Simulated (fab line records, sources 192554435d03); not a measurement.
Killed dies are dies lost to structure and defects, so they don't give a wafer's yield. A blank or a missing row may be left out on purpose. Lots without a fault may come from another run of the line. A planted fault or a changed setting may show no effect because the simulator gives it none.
fab line records | flow n5_finfet
record lots=24 wafers=72 last_day=18
route steps=1938 shown BEOL_M7@1321 BEOL_M8@1350 BEOL_M9@1401
lots that met no fault: from a run of the same line without faults
start_h: hours from the record's first day to the start of the lot's first wafer shown | wait_h: hours since the lot's step before | " the same as in the row above | L1.1+2: a row that stands for several wafers | - no value, or no start given | * or withheld: withheld | < > ~ a bound
route shown NAME@n: a module of which the file shows steps, and the number in the route of the first | usual: mean/standard deviation of fault-free wafers | same: alike in all rows | chamber/n: place in a boat | sites: the reading at each site | _std_site: their standard deviation | _edge_site: outer sites' mean less inner sites' | radius_mm: how far each site lies from the wafer's centre | mask NAME#n: copy n | behind: the tool/chamber that last shaped the wafer | hold: why the lot was held/for how many hours/how that ended | device: the transistor (n, p or np) that didn't switch | end of line: the same wafers' tests at the end of the route | a step without rows: its recipe alone | killed: dies lost to structure and defects at the first sort, not the wafer's yield | map: a wafer's dies, x killed, . not, _ none there
set.NAME: the setting as run; set.NAME@STEP: as run at that earlier step | model.NAME: the simulator's own value behind a step, which no gauge read
steps of the route over a sample of lots; a table a step, a row a wafer
services: from which hour (start_h, from the record's first day; less than 0 if before it) a tool's chamber was out of use, for how many hours, and why
## steps
# step N5_BEOL_M7_SURFACE_TREAT_79
# recipe gas=Ar time_s=* ion_energy_ev=* ion_current_ma_cm2=0.5 pressure_mtorr=* ar_flow_sccm=30
# usual throttle_valve_pct=*
# same time_s=*
# columns lot.wafer tool chamber start_h wait_h throttle_valve_pct
L074.1 pvd_sputter-03 - 197.11 0.2 *
L074.2 " - " " *
L074.3 " - " " *
L077.3 pvd_sputter-02 - 208.93 0.2 *
L077.4 " - " " *
L077.6 " - " " *
L076.3 pvd_sputter-03 - 212.88 0.5 *
L076.4 " - " " *
L076.6 " - " " *
L075.3 pvd_sputter-03 - 216.77 0.2 *
L075.4 " - " " *
L075.6 " - " " *
L078.2 pvd_sputter-01 - 218.56 0.2 *
L078.4 " - " " *
L078.5 " - " " *
L079.3 pvd_sputter-01 - 224.90 0.2 *
L079.4 " - " " *
L079.6 " - " " *
L080.1 pvd_sputter-01 - 224.97 0.2 *
L080.4 " - " " *
L080.6 " - " " *
L081.1 pvd_sputter-01 - 227.66 0.2 *
L081.2 " - " " *
L081.5 " - " " *
L082.1 pvd_sputter-03 - 237.67 0.2 *
L082.4 " - " " *
L082.5 " - " " *
L083.1 pvd_sputter-02 - 245.92 0.2 *
L083.2 " - " " *
L083.5 " - " " *
L085.2 pvd_sputter-03 - 256.33 0.2 *
L085.4 " - " " *
L085.6 " - " " *
L086.1 pvd_sputter-02 - 271.64 0.2 *
L086.2 " - " " *
L086.4 " - " " *
L088.2 pvd_sputter-01 - 278.21 0.2 *
L088.5 " - " " *
L088.6 " - " " *
L084.1 pvd_sputter-01 - 278.79 0.4 *
L084.5 " - " " *
L084.6 " - " " *
L087.1 pvd_sputter-01 - 281.45 0.3 *
L087.2 " - " " *
L087.6 " - " " *
L090.2 pvd_sputter-03 - 282.43 0.2 *
L090.3 " - " " *
L090.4 " - " " *
L089.3 pvd_sputter-03 - 286.79 0.3 *
L089.4 " - " " *
L089.5 " - " " *
L091.1 pvd_sputter-02 - 295.70 0.2 *
L091.3 " - " " *
L091.4 " - " " *
L092.2 pvd_sputter-02 - 307.10 0.7 *
L092.5 " - " " *
L092.6 " - " " *
L093.1 pvd_sputter-02 - 313.50 0.2 *
L093.2 " - " " *
L093.3 " - " " *
L094.4 pvd_sputter-03 - 315.91 0.5 *
L094.5 " - " " *
L094.6 " - " " *
L096.1 pvd_sputter-03 - 323.46 0.2 *
L096.2 " - " " *
L096.4 " - " " *
L095.2 pvd_sputter-01 - 323.73 0.3 *
L095.4 " - " " *
L095.5 " - " " *
L097.4 pvd_sputter-02 - 339.65 0.2 *
L097.5 " - " " *
L097.6 " - " " *
# step N5_BEOL_M8_ETCH_62
# recipe chemistry=N2/H2 target=SOC target_depth_a=1100 overetch_a=220 mask_material=SiARC temp_c=40 time_s=165 ion_energy_ev=200 pressure_mtorr=30 source_w=840 bias_w=150 n2_flow_sccm=200 h2_flow_sccm=200
# usual chamber_pressure_mTorr=30.002/0.028 drypump_motor_current_A=5.5/0.37 oes_product_au=0.64/0.063 rf_vpp_V=523.4/2.9 showerhead_plenum_p_Torr=2.52/0.1 throttle_valve_pct=17.84/0.22
# same time_s=165
# columns lot.wafer tool chamber start_h wait_h chamber_pressure_mTorr drypump_motor_current_A oes_product_au rf_hours_counter_h rf_vpp_V showerhead_plenum_p_Torr throttle_valve_pct
L074.1 rie_diel-05 2 201.51 0.0 29.968 5.9 0.60 204 527.2 2.63 17.87
L074.2 " 1 " " 30.029 5.5 0.62 200 520.7 2.42 18.02
L074.3 " 0 " " 30.006 5.0 0.67 89 525.9 2.57 17.43
L077.3 rie_diel-05 3 212.26 0.0 30.021 5.7 0.75 26 528.7 2.71 17.67
L077.4 " 2 " " 30.011 5.9 0.60 - 525.9 2.63 17.87
L077.6 " 0 " " 29.966 5.0 0.68 - 523.6 2.57 17.46
L076.3 rie_diel-02 2 217.36 0.0 30.048 5.9 0.60 210 525.5 2.64 18.03
L076.4 " 0 " " 29.985 5.7 0.59 212 519.5 2.43 18.13
L076.6 " 3 " " 30.026 5.4 0.74 - 525.5 2.57 17.61
L075.3 rie_diel-02 0 220.46 0.0 29.959 5.7 0.60 213 520.8 2.43 18.11
L075.4 " 1 " " 29.993 5.0 0.71 46 525.2 2.58 17.48
L075.6 " 3 " " 29.982 5.4 0.74 - 525.1 2.57 17.61
L078.2 rie_diel-05 1 223.64 0.0 29.956 5.6 0.62 207 519.7 2.42 18.03
L078.4 " 2 " " 30.004 5.9 0.59 - 526.5 2.63 17.91
L078.5 " 3 " " 30.018 5.7 0.74 - 527.5 2.71 17.71
L079.3 rie_diel-04 0 228.40 0.0 29.990 5.9 0.59 207 520.5 2.42 18.02
L079.4 " 2 " " 29.969 4.8 0.73 54 522.7 2.47 17.59
L079.6 " 0 " " 30.020 5.9 0.59 - 519.3 2.42 18.03
L080.1 rie_diel-02 1 228.83 0.0 29.982 5.0 0.71 51 527.2 2.58 17.49
L080.4 " 3 " " 29.972 5.4 0.73 53 525.1 2.56 17.60
L080.6 " 2 " " 29.998 5.9 0.60 - 526.5 2.63 18.03
L081.1 rie_diel-04 0 232.45 0.0 29.996 5.9 0.59 210 520.3 2.42 18.02
L081.2 " 3 " " 30.021 5.6 0.59 207 519.4 2.41 17.86
L081.5 " 2 " " 30.031 4.8 0.72 - 521.6 2.47 17.59
L082.1 rie_diel-02 3 241.44 0.0 29.995 5.4 0.73 60 526.1 2.56 17.63
L082.4 " 1 " " 29.993 5.0 0.71 57 525.8 2.58 17.50
L082.5 " 0 " " 29.986 5.7 0.59 - 521.0 2.43 18.15
L083.1 rie_diel-05 3 249.58 0.0 29.984 5.7 0.73 40 528.8 2.70 17.69
L083.2 " 0 " " 30.020 4.9 0.67 96 524.2 2.57 17.46
L083.5 " 1 " " 29.989 5.5 0.61 - 520.9 2.42 18.04
L085.2 rie_diel-04 1 262.43 0.0 30.001 5.3 0.58 241 526.0 2.59 17.99
L085.4 " 3 " " 29.985 5.7 0.58 219 520.9 2.41 17.88
L085.6 " 0 " " 30.028 5.9 0.58 - 520.3 2.41 18.06
L086.1 rie_diel-02 3 275.28 0.0 29.986 5.4 0.71 72 525.0 2.56 17.64
L086.2 " 2 " " 30.008 5.9 0.59 234 527.2 2.63 18.07
L086.4 " 0 " " 30.033 5.7 0.58 235 520.6 2.42 18.16
L088.2 rie_diel-02 1 282.48 0.0 30.002 5.0 0.69 70 525.2 2.57 17.51
L088.5 " 0 " " 30.020 5.6 0.58 - 518.6 2.42 18.17
L088.6 " 3 " " 30.021 5.4 0.71 - 526.0 2.56 17.64
L084.1 rie_diel-04 3 282.95 0.0 30.016 5.7 0.57 229 520.3 2.41 17.91
L084.5 " 1 " " 29.999 5.3 0.58 - 525.7 2.59 18.03
L084.6 " 0 " " 30.029 5.9 0.58 - 519.5 2.41 18.06
L087.1 rie_diel-05 0 285.97 0.0 30.074 4.9 0.66 109 523.9 2.56 17.48
L087.2 " 2 " " 29.983 5.9 0.59 232 527.2 2.62 17.92
L087.6 " 3 " " 30.072 5.7 0.71 - 527.9 2.70 17.72
L090.2 rie_diel-04 1 286.15 0.0 30.038 5.3 0.58 249 524.6 2.59 18.02
L090.3 " 0 " " 29.943 5.9 0.57 229 519.8 2.41 18.06
L090.4 " 2 " " 30.044 4.8 0.70 77 522.0 2.46 17.64
L089.3 rie_diel-05 1 289.76 0.0 29.952 5.5 0.61 226 519.9 2.41 18.06
L089.4 " 0 " " 30.034 4.9 0.66 111 524.2 2.56 17.49
L089.5 " 2 " " 30.006 5.9 0.58 - 526.4 2.62 17.92
L091.1 rie_diel-04 3 300.16 0.0 30.038 5.6 0.57 236 520.8 2.40 17.91
L091.3 " 0 " " 30.024 5.9 0.57 235 519.4 2.41 18.08
L091.4 " 3 " " 29.986 5.6 0.57 - 520.5 2.40 17.91
L092.2 rie_diel-05 0 309.70 0.0 30.036 5.0 0.65 120 525.0 2.56 17.50
L092.5 " 2 " " 30.026 5.9 0.58 - 526.3 2.62 17.94
L092.6 " 1 " " 30.025 5.6 0.60 - 521.6 2.41 18.08
L093.1 rie_diel-05 2 317.96 0.0 30.038 5.9 0.58 244 525.1 2.62 17.94
L093.2 " 3 " " 29.997 5.7 0.70 67 527.2 2.69 17.76
L093.3 " 1 " " 30.028 5.5 0.61 237 521.2 2.41 18.08
L094.4 rie_diel-02 0 319.96 0.1 29.962 5.7 0.58 - 520.8 2.42 18.19
L094.5 " 1 " " 30.007 5.0 0.67 - 526.6 2.57 17.53
L094.6 " 2 " " 30.004 5.9 0.58 - 525.2 2.62 18.10
L096.1 rie_diel-04 1 327.47 0.0 29.971 5.3 0.80 7 525.8 2.59 17.63
L096.2 " 2 " " 30.020 4.8 0.68 93 520.3 2.45 17.67
L096.4 " 0 " " 30.043 5.9 0.57 247 520.6 2.40 18.09
L095.2 rie_diel-02 1 327.59 0.0 30.006 5.0 0.67 88 525.7 2.56 17.53
L095.4 " 1 " " 29.981 4.9 0.67 - 524.7 2.56 17.56
L095.5 " 0 " " 30.004 5.6 0.58 - 520.0 2.42 18.19
L097.4 rie_diel-04 3 345.99 0.1 29.997 5.6 0.56 - 519.9 2.40 17.95
L097.5 " 1 " " 29.995 5.3 0.77 - 524.8 2.58 17.65
L097.6 " 2 " " 30.036 4.8 0.68 - 521.8 2.45 17.67
# step N5_BEOL_M8_CMP_52
# recipe stop_on=SiCOH_lowk t_overpolish_s=6.9 down_force_psi=1 platen_rpm=50 clearing_platen_down_force_psi=1.5 clearing_platen_rpm=50 post_cmp_clean=cu_alkaline target_thk_nm=80 clearing_platen_pad_velocity_m_s=0.99484 pad_velocity_m_s=0.99484
# usual barrier_field_endpoint_s=29.4/0.82 clearing_platen_rpm=50.001/0.027 head_pressure_psi=0.9999/0.0021 motor_current_A=5.9/0.71 overpolish_run_s=6.900/0.0092 time_to_endpoint_s=64/3.5
# same t_overpolish_s=6.9
# columns lot.wafer tool chamber start_h wait_h barrier_field_endpoint_s clearing_platen_rpm head_pressure_psi motor_current_A overpolish_run_s time_to_endpoint_s
L074.2 cmp-03 3 207.02 0.2 29.0 49.967 0.9982 7.1 6.902 60
L074.1 " 1 " " 29.3 50.030 1.0017 6.9 6.917 62
L074.3 " 2 " " 30.7 50.042 1.0014 6.9 6.885 68
L077.4 cmp-04 1 217.20 0.1 29.8 49.971 0.9950 6.5 6.914 66
L077.3 " 3 " " 28.9 49.964 0.9991 5.4 6.905 61
L077.6 " 1 " " 29.8 50.007 0.9941 6.2 6.898 66
L076.4 cmp-03 2 222.81 0.2 29.6 49.976 1.0014 7.3 6.915 65
L076.3 " 3 " " 28.3 50.020 1.0010 7.0 6.902 60
L076.6 " 1 " " 28.4 50.032 1.0003 6.8 6.903 62
L075.4 cmp-01 2 225.33 0.1 29.5 49.971 1.0024 5.7 6.905 62
L075.3 " 3 " " 30.1 49.995 1.0015 6.4 6.901 66
L075.6 " 2 " " 29.6 49.979 0.9990 6.0 6.903 63
L078.2 cmp-01 2 228.70 0.2 28.4 50.035 0.9966 6.0 6.888 60
L078.4 " 1 " " 29.9 50.018 1.0018 5.9 6.888 66
L078.5 " 2 " " 28.7 50.021 0.9984 6.0 6.905 60
L079.4 cmp-04 2 234.93 0.1 29.2 50.010 1.0005 5.1 6.903 65
L079.3 " 1 " " 29.9 49.946 1.0002 6.3 6.904 70
L079.6 " 3 " " 29.7 50.050 0.9990 5.7 6.902 67
L080.4 cmp-03 0 235.13 0.2 29.8 50.019 0.9978 5.6 6.916 67
L080.1 " 2 " " 28.8 49.985 1.0016 7.5 6.917 68
L080.6 " 0 " " 29.2 50.006 1.0011 5.4 6.899 65
L081.1 cmp-04 3 236.31 0.3 30.3 49.979 1.0018 5.6 6.891 68
L081.2 " 2 " " 29.8 50.001 0.9971 5.3 6.884 69
L081.5 " 0 " " 30.0 50.011 0.9991 5.2 6.897 67
L082.1 cmp-04 1 246.13 0.3 30.0 50.010 0.9974 6.2 6.894 68
L082.4 " 2 " " 29.4 49.991 0.9998 5.5 6.906 65
L082.5 " 1 " " 29.8 49.999 1.0001 6.3 6.907 69
L083.1 cmp-04 3 253.71 0.3 29.7 50.002 1.0002 5.9 6.878 70
L083.2 " 0 " " 30.3 49.980 1.0020 5.5 6.896 69
L083.5 " 2 " " 30.2 50.002 1.0007 5.4 6.893 66
L085.2 cmp-01 3 267.15 0.2 30.1 49.967 1.0007 6.8 6.899 68
L085.4 " 1 " " 29.1 50.003 0.9988 5.7 6.908 65
L085.6 " 0 " " 28.6 50.038 1.0006 5.2 6.889 63
L086.2 cmp-03 3 278.29 0.2 27.7 50.065 0.9961 6.9 6.898 59
L086.1 " 0 " " 29.2 49.999 0.9991 5.4 6.900 64
L086.4 " 1 " " 28.9 49.986 0.9991 6.9 6.903 62
L084.1 cmp-03 2 287.53 0.3 30.4 50.025 1.0009 7.6 6.919 69
L084.5 " 2 " " 31.1 49.974 0.9985 7.2 6.909 67
L084.6 " 3 " " 29.0 49.968 1.0014 7.0 6.888 61
L088.2 cmp-04 1 288.59 0.3 29.6 50.025 0.9963 6.6 6.886 69
L088.5 " 2 " " 30.1 49.990 1.0011 5.2 6.892 65
L088.6 " 3 " " 29.3 50.046 0.9949 5.5 6.903 65
L090.3 cmp-01 0 289.55 0.2 29.6 50.027 1.0016 5.1 6.902 63
L090.2 " 1 " " 30.0 50.025 1.0002 5.8 6.896 68
L090.4 " 2 " " 29.4 49.976 1.0036 5.6 6.901 64
L087.2 cmp-04 3 289.77 0.2 28.7 49.980 0.9990 5.3 6.892 61
L087.1 " 1 " " 29.9 49.985 0.9971 6.6 6.900 67
L087.6 " 3 " " 29.4 50.002 0.9981 5.8 6.891 63
L089.4 cmp-01 2 294.85 0.1 28.4 50.005 0.9999 5.7 6.908 62
L089.3 " 0 " " 27.9 49.959 1.0002 5.1 6.902 61
L089.5 " 3 " " 30.1 49.998 1.0026 6.6 6.913 67
L091.3 cmp-04 2 305.26 0.2 29.2 50.032 0.9985 5.2 6.910 68
L091.1 " 3 " " 28.6 49.995 0.9994 5.4 6.894 64
L091.4 " 0 " " 30.0 50.017 0.9982 5.3 6.912 68
L092.2 cmp-01 2 315.24 0.2 29.0 49.993 0.9999 5.6 6.911 59
L092.6 " 2 " " 29.1 50.007 1.0000 5.7 6.897 58
L092.5 " 3 " " 29.0 50.005 0.9995 6.4 6.887 65
L094.4 cmp-03 2 325.09 0.2 28.7 49.965 1.0001 7.3 6.898 64
L094.5 " 0 " " 29.2 49.953 0.9981 5.3 6.893 62
L094.6 " 1 " " 28.3 50.016 1.0000 6.8 6.903 56
L093.3 cmp-04 3 325.28 0.2 30.3 49.998 1.0011 5.7 6.888 68
L093.1 " 1 " " 29.0 49.966 0.9995 6.3 6.888 67
L093.2 " 2 " " 29.4 50.016 1.0008 5.3 6.901 63
L096.1 cmp-01 0 332.46 0.3 29.5 50.051 1.0002 5.1 6.901 62
L096.4 " 1 " " 29.5 49.944 1.0021 5.7 6.881 66
L096.2 " 2 " " 29.2 50.035 0.9968 6.0 6.918 61
L095.4 cmp-01 3 332.89 0.2 30.6 49.970 0.9991 6.3 6.905 73
L095.2 " 0 " " 29.4 49.982 1.0022 4.8 6.878 66
L095.5 " 2 " " 31.5 49.998 1.0042 6.0 6.883 68
L097.4 cmp-04 0 355.32 0.2 29.7 50.001 1.0005 5.5 6.896 64
L097.6 " 2 " " 28.9 50.019 0.9998 5.4 6.909 62
L097.5 " 3 " " 29.1 49.962 1.0005 5.5 6.903 62
# step N5_BEOL_M9_ILD_DEP_00
# recipe material=SiCOH_lowk target_thk_a=3085.1 temp_c=300 precursor=DEMS/porogen pressure_torr=5 rf_w=500 time_s=58
# usual heater_power_outer_w=145/34 heater_power_w=314/55 showerhead_plenum_p_Torr=5.744/0.016 throttle_valve_pct=14.0/0.61
# same time_s=58
# columns lot.wafer tool chamber start_h wait_h heater_power_outer_w heater_power_w showerhead_plenum_p_Torr throttle_valve_pct
L074.1 pecvd-01 0 207.51 0.0 155 301 5.730 13.5
L074.2 " 2 " " 184 374 5.754 13.9
L074.3 " 1 " " 85 251 5.766 14.3
L077.3 pecvd-03 1 217.69 0.0 146 288 5.739 14.7
L077.4 " 1 " " 94 212 5.734 14.5
L077.6 " 0 " " 145 329 5.760 14.0
L076.3 pecvd-02 1 223.22 0.0 130 262 5.760 13.7
L076.4 " 1 " " 138 276 5.759 13.6
L076.6 " 0 " " 167 363 5.742 14.8
L075.3 pecvd-01 0 225.85 0.1 168 317 5.723 13.7
L075.4 " 1 " " 89 262 5.783 14.8
L075.6 " 1 " " 91 263 5.778 14.7
L078.2 pecvd-01 0 229.19 0.0 176 327 5.712 13.7
L078.4 " 1 " " 85 257 5.767 14.8
L078.5 " 0 " " 183 338 5.723 13.7
L079.3 pecvd-03 1 235.42 0.0 136 264 5.717 14.7
L079.4 " 0 " " 90 249 5.754 13.9
L079.6 " 1 " " 141 281 5.722 14.7
L080.1 pecvd-02 1 235.58 0.0 128 263 5.746 13.7
L080.4 " 2 " " 191 400 5.724 13.6
L080.6 " 1 " " 137 271 5.754 13.8
L081.1 pecvd-02 0 236.80 0.0 119 310 5.748 14.7
L081.2 " 1 " " 114 241 5.760 13.6
L081.5 " 0 " " 128 321 5.753 14.8
L082.1 pecvd-02 0 246.59 0.0 164 362 5.748 14.6
L082.4 " 2 " " 180 394 5.735 13.3
L082.5 " 1 " " 151 299 5.760 13.5
L083.1 pecvd-03 0 254.16 0.0 137 307 5.769 13.7
L083.2 " 1 " " 144 271 5.738 14.5
L083.5 " 2 " " 110 244 5.746 13.5
L085.2 pecvd-03 0 267.64 0.0 147 325 5.762 13.9
L085.4 " 0 " " 92 257 5.767 14.2
L085.6 " 2 " " 121 259 5.729 13.5
L086.1 pecvd-02 2 278.77 0.0 162 371 5.735 13.7
L086.2 " 0 " " 165 363 5.739 14.9
L086.4 " 0 " " 168 373 5.752 14.9
L084.1 pecvd-02 1 288.02 0.0 114 247 5.761 13.7
L084.5 " 0 " " 143 335 5.744 14.9
L084.6 " 2 " " 138 332 5.738 13.4
L088.2 pecvd-01 1 288.97 0.0 90 256 5.750 14.8
L088.5 " 2 " " 192 399 5.767 13.2
L088.6 " 1 " " 94 265 5.758 15.0
L090.2 pecvd-02 0 290.00 0.0 163 373 5.743 15.1
L090.3 " 2 " " 181 394 5.721 13.8
L090.4 " 2 " " 188 407 5.736 13.8
L087.1 pecvd-03 1 290.26 0.0 139 281 5.727 14.9
L087.2 " 2 " " 112 249 5.736 13.5
L087.6 " 1 " " 142 288 5.717 14.7
L089.3 pecvd-02 1 295.36 0.1 108 238 5.757 13.5
L089.4 " 2 " " 166 363 5.743 13.6
L089.5 " 2 " " 173 377 5.728 13.6
L091.1 pecvd-02 1 305.75 0.0 109 233 5.750 13.4
L091.3 " 2 " " 171 379 5.739 13.8
L091.4 " 0 " " 147 348 5.741 14.6
L092.2 pecvd-01 0 315.73 0.0 170 322 5.724 13.6
L092.5 " 0 " " 179 337 5.734 13.9
L092.6 " 2 " " 170 357 5.746 13.0
L094.4 pecvd-01 0 325.53 0.1 184 349 5.731 13.8
L094.5 " 2 " " 137 317 5.751 13.0
L094.6 " 1 " " 76 236 5.776 15.0
L093.1 pecvd-01 0 325.77 0.0 174 324 5.719 13.9
L093.2 " 2 " " 194 383 5.744 13.0
L093.3 " 1 " " 101 271 5.768 14.9
L096.1 pecvd-02 0 332.94 0.0 157 361 5.740 14.8
L096.2 " 1 " " 154 294 5.759 13.5
L096.4 " 2 " " 196 404 5.740 13.5
L095.2 pecvd-02 2 333.34 0.0 199 414 5.751 13.7
L095.4 " 2 " " 139 328 5.728 13.6
L095.5 " 0 " " 162 360 5.739 14.8
L097.4 pecvd-01 1 355.76 0.1 86 251 5.770 14.8
L097.5 " 2 " " 189 379 5.766 13.3
L097.6 " 0 " " 154 315 5.738 14.1
# step N5_BEOL_M9_CURE_71
# recipe temp_c=385 time_s=240 ambient=He/Ar material=SiCOH_lowk
# usual lamp_power_pct=52.32/0.046 wafer_temp_C_max=387.1/0.73
# same time_s=240
# columns lot.wafer tool chamber start_h wait_h lamp_power_pct wafer_temp_C_max
L074.1 uv_cure-01 0 207.58 0.0 52.32 386.5
L074.2 " 0 " " 52.31 386.0
L074.3 " 0 " " 52.24 386.3
L077.3 uv_cure-02 0 217.96 0.2 52.29 386.3
L077.4 " 0 " " 52.27 386.4
L077.6 " 0 " " 52.34 386.9
L076.3 uv_cure-01 0 223.62 0.4 52.24 386.4
L076.4 " 0 " " 52.43 386.4
L076.6 " 0 " " 52.27 385.9
L075.3 uv_cure-03 1 226.09 0.2 52.25 387.7
L075.4 " 1 " " 52.33 387.4
L075.6 " 1 " " 52.28 387.5
L078.2 uv_cure-02 1 229.38 0.2 52.40 386.1
L078.4 " 1 " " 52.32 386.0
L078.5 " 1 " " 52.28 386.2
L079.3 uv_cure-03 2 235.66 0.2 52.38 387.6
L079.4 " 2 " " 52.40 388.1
L079.6 " 2 " " 52.33 388.0
L080.1 uv_cure-01 2 235.66 0.0 52.30 386.7
L080.4 " 2 " " 52.29 386.5
L080.6 " 2 " " 52.34 386.4
L081.1 uv_cure-01 2 237.22 0.4 52.32 387.3
L081.2 " 2 " " 52.34 387.3
L081.5 " 2 " " 52.32 386.6
L082.1 uv_cure-02 0 246.67 0.0 52.28 386.6
L082.4 " 0 " " 52.33 387.3
L082.5 " 0 " " 52.27 387.8
L083.1 uv_cure-02 2 254.24 0.0 52.32 386.8
L083.2 " 2 " " 52.35 386.5
L083.5 " 2 " " 52.29 386.2
L085.2 uv_cure-03 2 267.88 0.2 52.28 388.6
L085.4 " 2 " " 52.28 388.5
L085.6 " 2 " " 52.25 388.1
L086.1 uv_cure-02 2 278.85 0.0 52.37 386.9
L086.2 " 2 " " 52.35 386.8
L086.4 " 2 " " 52.25 387.4
L084.1 uv_cure-01 1 288.10 0.0 52.22 386.9
L084.5 " 1 " " 52.42 387.4
L084.6 " 1 " " 52.37 387.3
L088.2 uv_cure-01 1 289.12 0.1 52.33 386.7
L088.5 " 1 " " 52.31 388.0
L088.6 " 1 " " 52.42 387.5
L090.2 uv_cure-03 2 290.15 0.1 52.29 388.0
L090.3 " 2 " " 52.36 388.0
L090.4 " 2 " " 52.29 388.4
L087.1 uv_cure-01 0 290.34 0.0 52.33 386.5
L087.2 " 0 " " 52.33 386.3
L087.6 " 0 " " 52.26 385.9
L089.3 uv_cure-03 0 295.60 0.2 52.32 386.2
L089.4 " 0 " " 52.40 386.3
L089.5 " 0 " " 52.35 386.5
L091.1 uv_cure-01 2 305.83 0.0 52.35 387.1
L091.3 " 2 " " 52.27 386.9
L091.4 " 2 " " 52.27 386.5
L092.2 uv_cure-03 1 315.92 0.2 52.34 387.3
L092.5 " 1 " " 52.30 387.8
L092.6 " 1 " " 52.29 387.2
L093.1 uv_cure-01 2 325.85 0.0 52.28 386.1
L093.2 " 2 " " 52.35 387.1
L093.3 " 2 " " 52.34 387.0
L094.4 uv_cure-03 1 325.89 0.3 52.35 387.3
L094.5 " 1 " " 52.35 388.3
L094.6 " 1 " " 52.35 387.0
L096.1 uv_cure-03 2 333.36 0.4 52.33 388.1
L096.2 " 2 " " 52.31 387.7
L096.4 " 2 " " 52.36 387.5
L095.2 uv_cure-02 0 333.60 0.2 52.25 387.3
L095.4 " 0 " " 52.32 387.2
L095.5 " 0 " " 52.30 386.8
L097.4 uv_cure-02 1 356.05 0.3 52.30 386.8
L097.5 " 1 " " 52.31 387.0
L097.6 " 1 " " 52.35 386.3
# step N5_BEOL_M9_PECVD_70
# recipe material=SiO2 target_thk_a=200 temp_c=400 precursor=TEOS/O2 pressure_torr=5.5 rf_w=450 teos_flow_sccm=53.8 gas=O2 flow_sccm=3000 time_s=22.7
# usual heater_power_outer_w=403/61 heater_power_w=688/92 showerhead_plenum_p_Torr=8.80/0.066 throttle_valve_pct=22.5/0.97
# same time_s=22.7
# columns lot.wafer tool chamber start_h wait_h heater_power_outer_w heater_power_w showerhead_plenum_p_Torr throttle_valve_pct
L074.1 pecvd-03 1 208.13 0.0 390 626 8.71 23.6
L074.2 " 0 " " 381 712 8.88 22.4
L074.3 " 2 " " 369 604 8.81 21.8
L077.3 pecvd-01 0 218.36 0.1 482 730 8.73 22.2
L077.4 " 1 " " 256 540 8.90 23.8
L077.6 " 0 " " 475 745 8.71 22.1
L076.3 pecvd-02 1 224.33 0.0 399 647 8.86 21.7
L076.4 " 2 " " 449 769 8.74 21.6
L076.6 " 1 " " 407 640 8.84 21.9
L075.3 pecvd-03 0 226.48 0.0 352 662 8.88 22.4
L075.4 " 2 " " 323 552 8.81 21.9
L075.6 " 1 " " 363 582 8.75 23.6
L078.2 pecvd-02 1 229.85 0.0 413 663 8.88 21.9
L078.4 " 1 " " 417 667 8.86 22.1
L078.5 " 0 " " 440 788 8.80 23.7
L079.3 pecvd-02 1 236.05 0.0 375 597 8.86 21.9
L079.4 " 1 " " 384 610 8.86 22.0
L079.6 " 2 " " 502 842 8.76 21.8
L080.1 pecvd-03 2 236.69 0.0 388 628 8.79 21.7
L080.4 " 1 " " 424 662 8.72 23.4
L080.6 " 0 " " 395 718 8.86 22.3
L081.1 pecvd-03 0 238.25 0.0 419 751 8.86 22.4
L081.2 " 2 " " 384 621 8.79 21.4
L081.5 " 2 " " 383 641 8.80 21.7
L082.1 pecvd-03 0 247.22 0.0 399 722 8.84 22.3
L082.4 " 2 " " 300 526 8.79 21.9
L082.5 " 0 " " 406 734 8.86 22.1
L083.1 pecvd-03 0 254.79 0.0 392 746 8.89 22.2
L083.2 " 1 " " 417 678 8.70 23.5
L083.5 " 0 " " 399 697 8.87 22.3
L085.2 pecvd-01 2 268.75 0.0 467 827 8.84 21.1
L085.4 " 2 " " 484 806 8.83 20.9
L085.6 " 2 " " 486 805 8.80 20.7
L086.1 pecvd-01 2 279.40 0.0 507 827 8.83 20.9
L086.2 " 0 " " 511 783 8.71 22.1
L086.4 " 2 " " 502 833 8.83 20.9
L084.1 pecvd-01 0 288.65 0.0 456 716 8.70 22.4
L084.5 " 0 " " 433 708 8.69 22.1
L084.6 " 2 " " 420 737 8.85 20.8
L088.2 pecvd-03 1 289.59 0.0 375 593 8.73 23.6
L088.5 " 2 " " 304 525 8.76 21.8
L088.6 " 0 " " 365 682 8.86 22.3
L090.2 pecvd-03 2 290.62 0.0 388 639 8.79 21.6
L090.3 " 0 " " 419 730 8.86 22.1
L090.4 " 0 " " 422 748 8.87 22.3
L087.1 pecvd-03 0 290.89 0.0 420 734 8.89 22.2
L087.2 " 2 " " 385 626 8.79 21.9
L087.6 " 2 " " 375 636 8.79 21.5
L089.3 pecvd-01 0 295.99 0.0 433 685 8.71 22.2
L089.4 " 2 " " 507 836 8.82 20.9
L089.5 " 0 " " 418 673 8.73 22.5
L091.1 pecvd-03 1 306.38 0.0 429 671 8.72 23.4
L091.3 " 2 " " 377 639 8.79 21.6
L091.4 " 2 " " 391 640 8.82 21.7
L092.2 pecvd-03 0 316.39 0.0 408 722 8.89 22.0
L092.5 " 2 " " 393 638 8.78 21.8
L092.6 " 0 " " 409 744 8.85 22.2
L094.4 pecvd-03 2 326.22 0.1 355 590 8.80 21.7
L094.5 " 1 " " 331 536 8.71 23.5
L094.6 " 0 " " 420 740 8.85 22.2
L093.1 pecvd-02 1 326.88 0.0 446 693 8.86 21.9
L093.2 " 2 " " 494 843 8.77 22.0
L093.3 " 0 " " 375 694 8.81 23.9
L096.1 pecvd-01 2 333.91 0.0 526 849 8.83 21.0
L096.2 " 1 " " 325 624 8.90 24.1
L096.4 " 1 " " 315 623 8.88 24.0
L095.2 pecvd-02 0 334.07 0.0 469 795 8.78 24.1
L095.4 " 2 " " 513 901 8.77 21.9
L095.5 " 1 " " 443 683 8.86 22.1
L097.4 pecvd-01 2 356.38 0.1 439 767 8.85 21.3
L097.5 " 1 " " 307 606 8.89 23.8
L097.6 " 0 " " 472 720 8.74 22.0
## services
# columns tool chamber start_h hours kind
uv_cure-01 - 177.37 3.4 pm
cmp-01 - 183.14 2.1 repair
uv_cure-03 - 191.02 2.1 pm
cmp-04 - 203.67 4.3 repair
pecvd-01 2 209.43 19.8 repair
rie_diel-04 - 212.45 14.6 pm
rie_diel-05 0 213.96 11.5 repair
pecvd-01 - 229.78 28.1 pm
rie_diel-05 1 253.43 2.5 repair
uv_cure-03 - 258.81 7.5 pm
cmp-01 - 258.90 4.0 pm
cmp-04 - 259.58 2.5 repair
pecvd-01 0 265.44 4.3 repair
cmp-01 - 272.01 6.9 pm
rie_diel-02 - 273.16 0.6 repair
rie_diel-05 - 278.82 0.5 repair
rie_diel-05 2 282.21 3.3 repair
rie_diel-02 3 310.74 16.3 repair
pecvd-02 - 318.61 0.8 repair
cmp-01 - 321.72 7.3 repair
rie_diel-04 0 330.12 3.0 repair
uv_cure-03 - 331.59 0.8 repair
rie_diel-05 2 333.81 16.7 repair
cmp-01 - 338.52 4.8 pm
## key
fault none
